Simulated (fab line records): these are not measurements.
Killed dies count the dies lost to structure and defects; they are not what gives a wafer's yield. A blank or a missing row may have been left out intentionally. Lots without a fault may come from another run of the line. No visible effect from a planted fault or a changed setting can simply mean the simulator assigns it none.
Chamber matching :: flow n5_finfet :: 4 sister chambers for N5_PMOS_HMC_CHANNEL_EPI_HM_OPEN_15 on rie_diel-05
The step chemistry CHF3/O2, target SiO2, target depth 40.6 nm, time 20.3 s. 16 wafers are shown with their chamber, then 8 later ones without.

== WAFERS, EACH WITH ITS CHAMBER ==
wafer: L074.4
chamber: 3
drypump_motor_current_A (A): 5.0
showerhead_plenum_p_Torr (Torr): 2.38
rf_vpp_V (V): 507

wafer: L074.5
chamber: 0
drypump_motor_current_A (A): 5.5
showerhead_plenum_p_Torr (Torr): 2.47
rf_vpp_V (V): 525

wafer: L074.6
chamber: 3
drypump_motor_current_A (A): 5.0
showerhead_plenum_p_Torr (Torr): 2.38
rf_vpp_V (V): 508

wafer: L075.2
chamber: 2
drypump_motor_current_A (A): 5.6
showerhead_plenum_p_Torr (Torr): 2.49
rf_vpp_V (V): 523

wafer: L075.3
chamber: 3
drypump_motor_current_A (A): 5.0
showerhead_plenum_p_Torr (Torr): 2.38
rf_vpp_V (V): 507

wafer: L075.4
chamber: 1
drypump_motor_current_A (A): 5.8
showerhead_plenum_p_Torr (Torr): 2.31
rf_vpp_V (V): 519

wafer: L077.2
chamber: 2
drypump_motor_current_A (A): 5.7
showerhead_plenum_p_Torr (Torr): 2.49
rf_vpp_V (V): 523

wafer: L077.4
chamber: 2
drypump_motor_current_A (A): 5.7
showerhead_plenum_p_Torr (Torr): 2.49
rf_vpp_V (V): 523

wafer: L077.5
chamber: 1
drypump_motor_current_A (A): 5.8
showerhead_plenum_p_Torr (Torr): 2.30
rf_vpp_V (V): 520

wafer: L080.1
chamber: 3
drypump_motor_current_A (A): 5.0
showerhead_plenum_p_Torr (Torr): 2.38
rf_vpp_V (V): 507

wafer: L080.5
chamber: 2
drypump_motor_current_A (A): 5.7
showerhead_plenum_p_Torr (Torr): 2.49
rf_vpp_V (V): 523

wafer: L080.6
chamber: 3
drypump_motor_current_A (A): 5.0
showerhead_plenum_p_Torr (Torr): 2.38
rf_vpp_V (V): 508

wafer: L083.1
chamber: 0
drypump_motor_current_A (A): 5.5
showerhead_plenum_p_Torr (Torr): 2.46
rf_vpp_V (V): 523

wafer: L083.2
chamber: 1
drypump_motor_current_A (A): 5.8
showerhead_plenum_p_Torr (Torr): 2.30
rf_vpp_V (V): 518

wafer: L083.5
chamber: 3
drypump_motor_current_A (A): 5.0
showerhead_plenum_p_Torr (Torr): 2.37
rf_vpp_V (V): 508

wafer: L084.1
chamber: 0
drypump_motor_current_A (A): 5.5
showerhead_plenum_p_Torr (Torr): 2.46
rf_vpp_V (V): 525

SIGNATURES (averages over the wafers above)
reading: drypump_motor_current_A
chamber 0: 5.500
chamber 1: 5.800
chamber 2: 5.675
chamber 3: 5.000
scatter within a chamber: 0.025

reading: showerhead_plenum_p_Torr
chamber 0: 2.4633
chamber 1: 2.3033
chamber 2: 2.4900
chamber 3: 2.3783
scatter within a chamber: 0.00425

reading: rf_vpp_V
chamber 0: 524.33
chamber 1: 519.00
chamber 2: 523.00
chamber 3: 507.50
scatter within a chamber: 0.717
Rule: for each reading, subtract the chamber's mean from the wafer's reading, divide by that reading's scatter and square the result; add these up over the readings and take the root, which gives the wafer's distance from the chamber. The wafer belongs to the nearest chamber; if the next one is less than 2 further off, it can't be placed. How the scatter is found: for the shown wafers, subtract from each reading the mean of its chamber, square and add these, divide the total by (wafers less chambers), then take the root.

== WAFERS WITHOUT THEIR CHAMBER ==
wafer: L084.2
drypump_motor_current_A (A): 5.0
showerhead_plenum_p_Torr (Torr): 2.37
rf_vpp_V (V): 507

wafer: L084.4
drypump_motor_current_A (A): 5.7
showerhead_plenum_p_Torr (Torr): 2.49
rf_vpp_V (V): 523

wafer: L086.1
drypump_motor_current_A (A): 5.7
showerhead_plenum_p_Torr (Torr): 2.48
rf_vpp_V (V): 523

wafer: L086.3
drypump_motor_current_A (A): 5.5
showerhead_plenum_p_Torr (Torr): 2.46
rf_vpp_V (V): 524

wafer: L086.4
drypump_motor_current_A (A): 5.8
showerhead_plenum_p_Torr (Torr): 2.30
rf_vpp_V (V): 520

wafer: L091.1
drypump_motor_current_A (A): 5.0
showerhead_plenum_p_Torr (Torr): 2.37
rf_vpp_V (V): 507

wafer: L091.4
drypump_motor_current_A (A): 5.8
showerhead_plenum_p_Torr (Torr): 2.30
rf_vpp_V (V): 519

wafer: L091.5
drypump_motor_current_A (A): 5.0
showerhead_plenum_p_Torr (Torr): 2.37
rf_vpp_V (V): 508

== THE CHAMBER EACH PASSED THROUGH ==
wafer: L084.2
from the rows above: 3
in truth: 3

wafer: L084.4
from the rows above: 2
in truth: 2

wafer: L086.1
from the rows above: 2
in truth: 2

wafer: L086.3
from the rows above: 0
in truth: 0

wafer: L086.4
from the rows above: 1
in truth: 1

wafer: L091.1
from the rows above: 3
in truth: 3

wafer: L091.4
from the rows above: 1
in truth: 1

wafer: L091.5
from the rows above: 3
in truth: 3
8 of 8 placed correctly. Number that these rows cannot place: 0. Placed wrongly: 0.
